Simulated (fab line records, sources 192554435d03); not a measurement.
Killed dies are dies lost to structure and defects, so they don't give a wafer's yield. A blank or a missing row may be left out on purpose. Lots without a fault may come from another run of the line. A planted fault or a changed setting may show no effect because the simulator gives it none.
fab line records | flow n5_finfet | part 1 of 2: steps 1 to 4 of 6
record lots=21 wafers=63 last_day=20
route steps=1938 shown BEOL_M13@1696 BEOL_M14@1729 BEOL_M15@1790
lots that met no fault: from a run of the same line without faults
start_h: hours from the record's first day to the start of the lot's first wafer shown | wait_h: hours since the lot's step before | " the same as in the row above | L1.1+2: a row that stands for several wafers | - no value, or no start given | * or withheld: withheld | < > ~ a bound
route shown NAME@n: a module of which the file shows steps, and the number in the route of the first | usual: mean/standard deviation of fault-free wafers | same: alike in all rows | chamber/n: place in a boat | sites: the reading at each site | _std_site: their standard deviation | _edge_site: outer sites' mean less inner sites' | radius_mm: how far each site lies from the wafer's centre | mask NAME#n: copy n | behind: the tool/chamber that last shaped the wafer | hold: why the lot was held/for how many hours/how that ended | device: the transistor (n, p or np) that didn't switch | end of line: the same wafers' tests at the end of the route | a step without rows: its recipe alone | killed: dies lost to structure and defects at the first sort, not the wafer's yield | map: a wafer's dies, x killed, . not, _ none there
set.NAME: the setting as run; set.NAME@STEP: as run at that earlier step | model.NAME: the simulator's own value behind a step, which no gauge read
steps of the route over a sample of lots; a table a step, a row a wafer
services: from which hour (start_h, from the record's first day; less than 0 if before it) a tool's chamber was out of use, for how many hours, and why
## steps
# step N5_BEOL_M13_TRENCH_ETCH_34
# recipe chemistry=C4F8/O2/Ar target=SiOC target_depth_a=4134.7 mask_material=SOC pressure_mtorr=30 source_w=3000 bias_w=700 Ar_flow_sccm=400 C4F8_flow_sccm=15 O2_flow_sccm=8 he_inner_torr=15 he_outer_torr=30 time_s=162.6 ion_energy_ev=250
# usual drypump_motor_current_A=5.6/0.5 oes_product_au=0.81/0.1 rf_vpp_V=666/3.1 showerhead_plenum_p_Torr=3.43/0.11 throttle_valve_pct=24.01/0.26
# columns lot.wafer tool chamber start_h wait_h drypump_motor_current_A oes_product_au rf_hours_counter_h rf_vpp_V showerhead_plenum_p_Torr throttle_valve_pct
L075.2 rie_diel-02 1 266.13 0.0 6.4 0.75 154 662 3.30 24.41
L075.4 " 3 " " 6.0 0.70 220 661 3.27 24.30
L075.5 " 2 " " 5.6 0.71 - 668 3.48 23.87
L074.2 rie_diel-03 1 266.29 0.0 6.3 0.91 19 664 3.36 23.74
L074.4 " 2 " " 5.7 0.98 4 667 3.47 23.73
L074.6 " 3 " " 5.1 0.81 - 667 3.48 24.16
L076.3 rie_diel-03 1 266.96 0.0 6.4 0.91 19 665 3.36 23.71
L076.4 " 2 " " 5.6 0.97 4 667 3.47 23.73
L076.5 " 2 " " 5.6 0.97 - 667 3.47 23.73
L078.1 rie_diel-03 3 286.48 0.0 5.2 0.79 85 665 3.48 24.18
L078.4 " 2 " " 5.6 0.95 10 667 3.47 23.72
L078.5 " 1 " " 6.4 0.89 - 664 3.35 23.73
L077.1 rie_diel-03 0 292.00 0.0 5.1 0.70 228 668 3.49 24.11
L077.5 " 3 " " 5.2 0.79 - 665 3.48 24.17
L077.6 " 0 " " 5.1 0.71 - 668 3.49 24.13
L079.1 rie_diel-03 0 308.22 0.0 5.1 0.68 233 668 3.49 24.13
L079.2 " 3 " " 5.2 0.79 90 667 3.47 24.17
L079.3 " 1 " " 6.4 0.88 31 663 3.35 23.74
L081.2 rie_diel-02 0 316.19 0.0 5.0 0.94 12 668 3.49 23.54
L081.3 " 3 " " 6.0 0.70 232 660 3.26 24.32
L081.4 " 1 " " 6.4 0.73 168 661 3.29 24.41
L083.1 rie_diel-03 1 349.04 0.0 6.4 0.86 45 663 3.34 23.76
L083.3 " 0 " " 5.1 0.68 247 668 3.48 24.16
L083.5 " 1 " " 6.4 0.86 - 663 3.34 23.78
L084.3 rie_diel-02 2 366.30 0.0 5.6 0.69 245 668 3.47 23.89
L084.5 " 3 " " 6.0 0.68 - 659 3.26 24.33
L084.6 " 1 " " 6.4 0.71 - 663 3.28 24.43
L085.3 rie_diel-02 3 366.95 0.0 6.0 0.69 249 660 3.26 24.33
L085.4 " 3 " " 6.0 0.69 - 661 3.26 24.34
L085.6 " 2 " " 5.6 0.69 - 668 3.47 23.88
L088.1 rie_diel-02 3 367.63 0.0 6.0 0.69 250 660 3.26 24.34
L088.3 " 2 " " 5.6 0.69 246 667 3.47 23.90
L088.6 " 1 " " 6.4 0.72 - 662 3.28 24.43
L086.2 rie_diel-05 1 375.20 0.0 5.4 0.80 106 670 3.60 24.08
L086.3 " 0 " " 5.6 0.87 46 663 3.33 24.08
L086.5 " 3 " " 5.0 0.93 - 668 3.49 23.96
L087.1 rie_diel-05 3 380.29 0.0 4.9 0.93 20 667 3.49 23.95
L087.2 " 1 " " 5.4 0.79 108 670 3.60 24.09
L087.5 " 0 " " 5.6 0.87 - 663 3.33 24.09
L089.2 rie_diel-05 1 382.74 0.0 5.4 0.80 109 669 3.60 24.09
L089.3 " 2 " " 5.6 0.90 38 671 3.62 24.05
L089.5 " 3 " " 5.0 0.92 - 667 3.49 23.96
L092.3 rie_diel-02 2 385.68 0.0 5.6 0.68 254 667 3.46 23.90
L092.4 " 0 " " 5.1 0.91 - 668 3.48 23.55
L092.5 " 1 " " 6.5 0.71 - 661 3.28 24.46
L090.4 rie_diel-02 1 390.03 0.1 6.4 0.71 - 663 3.28 24.44
L090.5 " 0 " " 5.0 0.90 - 669 3.48 23.54
L090.6 " 2 " " 5.6 0.67 - 668 3.46 23.91
L094.1 rie_diel-05 0 398.78 0.0 5.6 0.87 55 664 3.32 24.10
L094.2 " 2 " " 5.6 0.90 44 670 3.61 24.05
L094.6 " 0 " " 5.6 0.87 - 663 3.32 24.12
L093.1 rie_diel-02 2 398.87 0.0 5.6 0.67 263 667 3.46 23.92
L093.2 " 0 " " 5.0 0.89 33 669 3.48 23.57
L093.6 " 1 " " 6.5 0.71 - 661 3.28 24.45
L096.1 rie_diel-05 0 414.31 0.0 5.6 0.86 60 663 3.32 24.09
L096.2 " 3 " " 5.0 0.92 28 667 3.48 23.97
L096.4 " 2 " " 5.6 0.88 48 671 3.61 24.05
L095.2 rie_diel-02 3 416.99 0.0 6.0 0.93 6 671 3.65 24.04
L095.3 " 1 " " 6.4 0.70 207 662 3.27 24.46
L095.6 " 0 " " 5.0 0.88 - 667 3.47 23.58
L097.1 rie_diel-02 2 438.38 0.0 5.5 1.00 3 665 3.45 23.63
L097.2 " 3 " " 6.0 0.91 12 672 3.65 24.04
L097.4 " 1 " " 6.5 0.70 212 661 3.27 24.48
# step N5_BEOL_M14_DESCUM_15
# recipe chemistry=O2 time_s=7.9 source_power_w=50 bias_power_w=20 pressure_mtorr=20 rf_frequency_hz=2.712e+07 temp_c=40 o2_flow_sccm=225
# usual drypump_motor_current_A=5.6/0.36 o2_flow_sccm=225.1/0.7 oes_product_au=0.82/0.073 rf_vpp_V=243.8/1.2 showerhead_plenum_p_Torr=2.14/0.051 throttle_valve_pct=20.21/0.21
# columns lot.wafer tool chamber start_h wait_h drypump_motor_current_A o2_flow_sccm oes_product_au rf_hours_counter_h rf_vpp_V showerhead_plenum_p_Torr throttle_valve_pct
L074.2 rie_diel-06 2 269.74 0.0 5.6 223.8 0.89 23 243.2 2.14 20.00
L074.4 " 0 " " 5.2 225.8 0.89 36 243.9 2.14 19.88
L074.6 " 3 " " 4.9 225.1 0.67 - 240.4 1.97 20.31
L076.3 rie_diel-06 1 270.17 0.0 5.6 223.9 0.77 114 242.8 2.11 20.65
L076.4 " 3 " " 4.9 225.8 0.68 238 240.9 1.97 20.33
L076.5 " 2 " " 5.6 225.4 0.91 - 244.0 2.14 19.99
L075.2 rie_diel-01 0 270.49 0.0 5.9 225.6 0.85 52 244.8 2.22 20.01
L075.4 " 1 " " 5.3 225.8 0.70 237 244.5 2.14 20.52
L075.5 " 2 " " 5.9 226.2 0.78 - 245.5 2.20 20.14
L078.1 rie_diel-01 3 290.67 0.0 5.2 225.7 0.85 67 243.6 2.12 20.12
L078.4 " 2 " " 5.9 226.1 0.79 102 246.0 2.19 20.15
L078.5 " 1 " " 5.3 224.5 0.70 - 244.1 2.14 20.54
L077.1 rie_diel-06 2 296.37 0.0 5.6 224.2 0.89 31 244.0 2.14 20.00
L077.5 " 1 " " 5.6 224.7 0.78 - 243.5 2.11 20.66
L077.6 " 2 " " 5.6 224.5 0.89 - 243.1 2.14 19.99
L079.1 rie_diel-01 2 312.08 0.0 5.9 226.1 0.77 109 246.3 2.19 20.16
L079.2 " 0 " " 5.9 225.1 0.83 66 246.8 2.22 20.03
L079.3 " 3 " " 5.2 225.4 0.84 74 242.8 2.11 20.16
L081.2 rie_diel-06 2 320.28 0.0 5.6 225.3 0.88 40 244.1 2.13 20.01
L081.3 " 1 " " 5.5 226.0 0.77 130 243.1 2.10 20.68
L081.4 " 3 " " 4.9 224.5 0.99 0 244.9 2.23 20.01
L083.1 rie_diel-01 3 353.12 0.0 5.2 224.5 0.83 90 244.3 2.11 20.16
L083.3 " 1 " " 5.3 226.7 0.99 4 243.2 2.13 20.15
L083.5 " 2 " " 5.9 225.6 0.76 - 245.4 2.19 20.19
L084.3 rie_diel-06 2 370.33 0.0 5.6 224.6 0.85 58 242.4 2.13 20.05
L084.5 " 2 " " 5.6 224.9 0.85 - 244.6 2.12 20.05
L084.6 " 3 " " 4.9 223.8 0.90 - 244.9 2.22 20.02
L085.3 rie_diel-04 0 371.06 0.2 6.1 225.3 0.85 90 244.8 2.13 20.11
L085.4 " 2 " " 5.9 224.3 0.95 - 243.2 2.07 20.28
L085.6 " 0 " " 6.1 225.9 0.85 - 242.9 2.13 20.12
L088.1 rie_diel-04 2 371.60 0.0 5.9 225.3 0.95 6 242.8 2.07 20.29
L088.3 " 0 " " 6.1 224.3 0.84 90 242.9 2.13 20.12
L088.6 " 2 " " 5.9 225.9 0.94 - 243.5 2.07 20.29
L086.2 rie_diel-01 3 379.97 0.0 5.2 224.8 0.81 100 244.7 2.11 20.21
L086.3 " 2 " " 5.9 224.3 0.74 135 244.4 2.18 20.20
L086.5 " 2 " " 5.9 225.3 0.74 - 245.4 2.18 20.22
L087.1 rie_diel-06 3 385.76 0.1 4.9 225.0 0.90 24 244.7 2.22 20.06
L087.2 " 1 " " 5.6 225.0 0.76 148 243.9 2.10 20.70
L087.5 " 3 " " 5.0 223.7 0.89 - 244.3 2.22 20.04
L089.2 rie_diel-01 1 387.90 0.0 5.3 225.4 0.94 17 242.1 2.13 20.19
L089.3 " 3 " " 5.2 224.8 0.80 104 244.1 2.10 20.20
L089.5 " 1 " " 5.3 224.7 0.93 - 243.7 2.13 20.15
L092.3 rie_diel-01 3 390.21 0.1 5.2 225.3 0.80 105 243.2 2.10 20.20
L092.4 " 0 " " 5.9 225.0 0.80 92 245.6 2.21 20.07
L092.5 " 2 " " 5.9 225.5 0.75 - 243.3 2.18 20.21
L090.4 rie_diel-04 0 392.37 0.0 6.1 225.0 0.84 99 243.1 2.13 20.13
L090.5 " 3 " " 5.5 224.7 0.80 - 243.8 2.14 20.22
L090.6 " 2 " " 5.9 225.4 0.92 - 242.5 2.07 20.32
L094.1 rie_diel-04 1 402.11 0.0 6.3 224.8 0.93 8 245.3 2.16 20.67
L094.2 " 2 " " 6.0 225.4 0.91 17 242.2 2.07 20.32
L094.6 " 0 " " 6.0 225.0 0.82 - 242.7 2.13 20.14
L093.1 rie_diel-01 0 402.49 0.0 5.9 225.2 0.80 96 245.5 2.21 20.08
L093.2 " 3 " " 5.3 224.7 0.80 109 243.1 2.10 20.19
L093.6 " 3 " " 5.2 225.2 0.81 - 242.3 2.10 20.21
L096.1 rie_diel-01 0 419.61 0.2 5.9 224.4 0.80 102 244.4 2.21 20.09
L096.2 " 1 " " 5.3 223.8 0.93 28 244.4 2.12 20.18
L096.4 " 3 " " 5.2 224.3 0.79 116 243.7 2.10 20.22
L095.2 rie_diel-01 0 421.48 0.3 5.9 224.9 0.79 103 244.1 2.21 20.08
L095.3 " 3 " " 5.2 224.9 0.79 117 244.5 2.10 20.22
L095.6 " 0 " " 5.9 224.8 0.79 - 243.1 2.21 20.09
L097.1 rie_diel-06 2 444.00 0.2 5.6 225.2 0.81 84 243.4 2.12 20.08
L097.2 " 1 " " 5.5 224.8 0.74 168 243.9 2.09 20.71
L097.4 " 3 " " 5.0 224.0 0.86 43 244.0 2.21 20.09
# step N5_BEOL_M14_STRIP_64
# recipe chemistry=O2 power_w=600 temp_c=60 pressure_mtorr=30 rf_frequency_hz=6e+07 bias_power_w=0 overash_fraction=0.3 o2_flow_sccm=225
# usual drypump_motor_current_A=5.6/0.36 o2_flow_sccm=224.8/0.82 oes_product_au=0.82/0.073 rf_vpp_V=3.6/0.44 showerhead_plenum_p_Torr=2.15/0.051 throttle_valve_pct=16.46/0.21
# same overash_fraction=0.3
# columns lot.wafer tool chamber start_h wait_h drypump_motor_current_A o2_flow_sccm oes_product_au rf_hours_counter_h rf_vpp_V showerhead_plenum_p_Torr throttle_valve_pct
L074.2 rie_diel-06 2 - - 5.6 224.4 0.90 23 3.2 2.14 16.21
L074.4 " 0 " " 5.2 225.2 0.89 36 3.9 2.14 16.11
L074.6 " 3 " " 4.9 223.8 0.68 - 3.3 1.97 16.69
L076.3 rie_diel-06 1 - - 5.6 225.0 0.79 114 3.1 2.11 16.84
L076.4 " 3 " " 4.9 224.1 0.68 238 3.0 1.97 16.67
L076.5 " 2 " " 5.6 225.8 0.91 - 3.7 2.14 16.21
L075.2 rie_diel-01 0 - - 5.9 224.8 0.85 52 3.6 2.23 16.25
L075.4 " 1 " " 5.3 224.3 0.70 237 3.6 2.14 16.82
L075.5 " 2 " " 5.9 225.8 0.78 - 3.1 2.20 16.44
L078.1 rie_diel-01 3 - - 5.2 225.6 0.85 67 4.4 2.12 16.38
L078.4 " 2 " " 5.9 224.4 0.79 102 3.9 2.20 16.45
L078.5 " 1 " " 5.3 223.8 0.69 - 3.7 2.14 16.84
L077.1 rie_diel-06 2 - - 5.6 223.2 0.89 31 3.3 2.14 16.22
L077.5 " 1 " " 5.6 225.3 0.78 - 4.5 2.11 16.87
L077.6 " 2 " " 5.6 224.2 0.89 - 3.2 2.14 16.22
L079.1 rie_diel-01 2 - - 5.9 224.3 0.78 109 3.9 2.20 16.46
L079.2 " 0 " " 5.9 224.7 0.84 66 3.6 2.22 16.27
L079.3 " 3 " " 5.2 225.4 0.84 74 3.5 2.12 16.40
L081.2 rie_diel-06 2 - - 5.6 225.5 0.87 40 3.0 2.14 16.25
L081.3 " 1 " " 5.6 225.0 0.76 130 3.9 2.11 16.88
L081.4 " 3 " " 5.0 224.8 0.98 0 3.9 2.23 16.25
L083.1 rie_diel-01 3 - - 5.2 225.3 0.81 90 4.1 2.11 16.45
L083.3 " 1 " " 5.3 225.7 0.99 4 3.2 2.14 16.36
L083.5 " 2 " " 5.9 223.7 0.76 - 3.4 2.19 16.50
L084.3 rie_diel-06 2 - - 5.6 225.3 0.85 58 3.2 2.13 16.27
L084.5 " 2 " " 5.6 225.3 0.85 - 3.8 2.13 16.28
L084.6 " 3 " " 4.9 223.6 0.90 - 3.4 2.22 16.28
L085.3 rie_diel-04 0 - - 6.1 225.1 0.84 90 2.8 2.14 16.35
L085.4 " 2 " " 5.9 225.7 0.95 - 4.3 2.08 16.48
L085.6 " 0 " " 6.1 224.8 0.85 - 3.1 2.14 16.36
L088.1 rie_diel-04 2 - - 5.9 223.3 0.94 6 4.2 2.08 16.48
L088.3 " 0 " " 6.1 225.9 0.83 91 4.0 2.14 16.35
L088.6 " 2 " " 5.9 225.4 0.94 - 3.4 2.08 16.47
L086.2 rie_diel-01 3 - - 5.2 225.3 0.80 101 3.2 2.11 16.47
L086.3 " 2 " " 5.9 223.2 0.75 135 3.4 2.19 16.51
L086.5 " 2 " " 5.9 223.7 0.75 - 3.8 2.19 16.51
L087.1 rie_diel-06 3 - - 4.9 223.9 0.90 24 3.3 2.22 16.30
L087.2 " 1 " " 5.5 224.6 0.76 148 4.6 2.10 16.90
L087.5 " 3 " " 4.9 223.4 0.90 - 3.3 2.22 16.29
L089.2 rie_diel-01 1 - - 5.3 225.3 0.95 17 4.0 2.13 16.40
L089.3 " 3 " " 5.3 224.3 0.80 104 3.3 2.11 16.46
L089.5 " 1 " " 5.3 224.9 0.95 - 4.2 2.13 16.41
L092.3 rie_diel-01 3 - - 5.2 224.8 0.79 105 3.3 2.11 16.46
L092.4 " 0 " " 5.9 224.8 0.78 92 3.3 2.21 16.33
L092.5 " 2 " " 5.9 224.5 0.74 - 3.9 2.19 16.52
L090.4 rie_diel-04 0 - - 6.1 225.6 0.83 99 3.2 2.13 16.36
L090.5 " 3 " " 5.5 226.3 0.80 - 3.6 2.14 16.44
L090.6 " 2 " " 5.9 225.5 0.91 - 3.7 2.07 16.49
L094.1 rie_diel-04 1 - - 6.2 225.5 0.94 9 3.5 2.16 16.81
L094.2 " 2 " " 5.9 224.8 0.92 17 3.6 2.07 16.49
L094.6 " 0 " " 6.1 225.3 0.84 - 3.3 2.13 16.37
L093.1 rie_diel-01 0 - - 5.9 226.1 0.79 97 3.6 2.21 16.32
L093.2 " 3 " " 5.2 226.2 0.80 109 3.5 2.11 16.47
L093.6 " 3 " " 5.2 226.3 0.80 - 3.8 2.11 16.46
L096.1 rie_diel-01 0 - - 5.9 225.2 0.79 102 3.8 2.21 16.33
L096.2 " 1 " " 5.3 224.5 0.93 29 3.5 2.13 16.42
L096.4 " 3 " " 5.3 224.3 0.80 116 3.4 2.10 16.48
L095.2 rie_diel-01 0 - - 5.9 224.8 0.79 103 4.0 2.21 16.34
L095.3 " 3 " " 5.2 226.0 0.79 117 3.5 2.10 16.48
L095.6 " 0 " " 5.9 224.4 0.80 - 2.9 2.21 16.35
L097.1 rie_diel-06 2 - - 5.6 224.9 0.81 84 4.4 2.12 16.30
L097.2 " 1 " " 5.6 224.3 0.73 168 3.8 2.09 16.95
L097.4 " 3 " " 4.9 225.2 0.86 44 4.0 2.21 16.33
# step N5_BEOL_M14_DEP_53
# recipe material=SiCN target_thk_a=500 temp_c=withheld precursor=3MS/NH3 pressure_torr=3 rf_w=675 time_s=17.8
# usual showerhead_plenum_p_Torr=4.151/0.021 throttle_valve_pct=18.3/1
# columns lot.wafer tool chamber start_h wait_h showerhead_plenum_p_Torr throttle_valve_pct
L074.2 pecvd-01 0 274.43 0.0 4.128 18.7
L074.4 " 0 " " 4.138 19.1
L074.6 " 1 " " 4.150 18.6
L076.3 pecvd-02 1 274.45 0.0 4.139 18.7
L076.4 " 0 " " 4.198 19.2
L076.5 " 1 " " 4.149 18.3
L075.2 pecvd-01 0 274.91 0.0 4.129 18.7
L075.4 " 1 " " 4.133 18.2
L075.5 " 0 " " 4.136 19.1
L078.1 pecvd-02 2 296.09 0.0 4.133 16.7
L078.4 " 1 " " 4.152 18.3
L078.5 " 0 " " 4.181 19.3
L077.1 pecvd-01 0 301.62 0.0 4.136 18.9
L077.5 " 0 " " 4.136 18.9
L077.6 " 2 " " 4.187 16.9
L079.1 pecvd-01 2 317.37 0.0 4.183 17.1
L079.2 " 1 " " 4.156 18.3
L079.3 " 0 " " 4.127 18.8
L081.2 pecvd-04 0 324.04 0.0 4.166 18.4
L081.3 " 1 " " 4.143 20.1
L081.4 " 2 " " 4.116 17.3
L083.1 pecvd-01 2 359.13 0.0 4.178 17.3
L083.3 " 1 " " 4.143 18.6
L083.5 " 0 " " 4.144 19.0
L084.3 pecvd-04 2 376.30 0.0 4.127 17.3
L084.5 " 2 " " 4.124 17.2
L084.6 " 1 " " 4.151 20.0
L085.3 pecvd-04 0 376.36 0.0 4.150 18.5
L085.4 " 0 " " 4.160 18.7
L085.6 " 1 " " 4.146 20.1
L088.1 pecvd-01 0 377.12 0.0 4.137 18.8
L088.3 " 2 " " 4.178 17.3
L088.6 " 2 " " 4.187 17.5
L086.2 pecvd-02 0 384.20 0.0 4.194 19.4
L086.3 " 0 " " 4.197 19.4
L086.5 " 2 " " 4.148 16.7
L087.1 pecvd-01 1 390.03 0.0 4.147 18.5
L087.2 " 2 " " 4.180 17.1
L087.5 " 1 " " 4.158 18.4
L089.2 pecvd-04 0 391.43 0.0 4.160 18.6
L089.3 " 2 " " 4.122 17.4
L089.5 " 1 " " 4.148 20.1
L092.3 pecvd-01 1 395.90 0.0 4.151 18.6
L092.4 " 0 " " 4.123 18.9
L092.5 " 2 " " 4.174 16.9
L090.4 pecvd-04 2 396.36 0.0 4.123 17.2
L090.5 " 0 " " 4.156 18.7
L090.6 " 1 " " 4.149 19.9
L094.1 pecvd-04 0 406.08 0.0 4.155 18.5
L094.2 " 2 " " 4.126 17.5
L094.6 " 2 " " 4.118 17.4
L093.1 pecvd-01 1 410.49 0.0 4.157 18.6
L093.2 " 2 " " 4.186 17.1
L093.6 " 1 " " 4.149 18.5
L096.1 pecvd-02 2 428.81 0.0 4.147 16.7
L096.2 " 0 " " 4.186 19.4
L096.4 " 0 " " 4.188 19.2
L095.2 pecvd-01 0 429.09 0.0 4.141 19.0
L095.3 " 1 " " 4.146 18.5
L095.6 " 0 " " 4.138 18.9
L097.1 pecvd-04 1 450.61 0.0 4.152 20.1
L097.2 " 2 " " 4.113 17.6
L097.4 " 1 " " 4.141 20.1
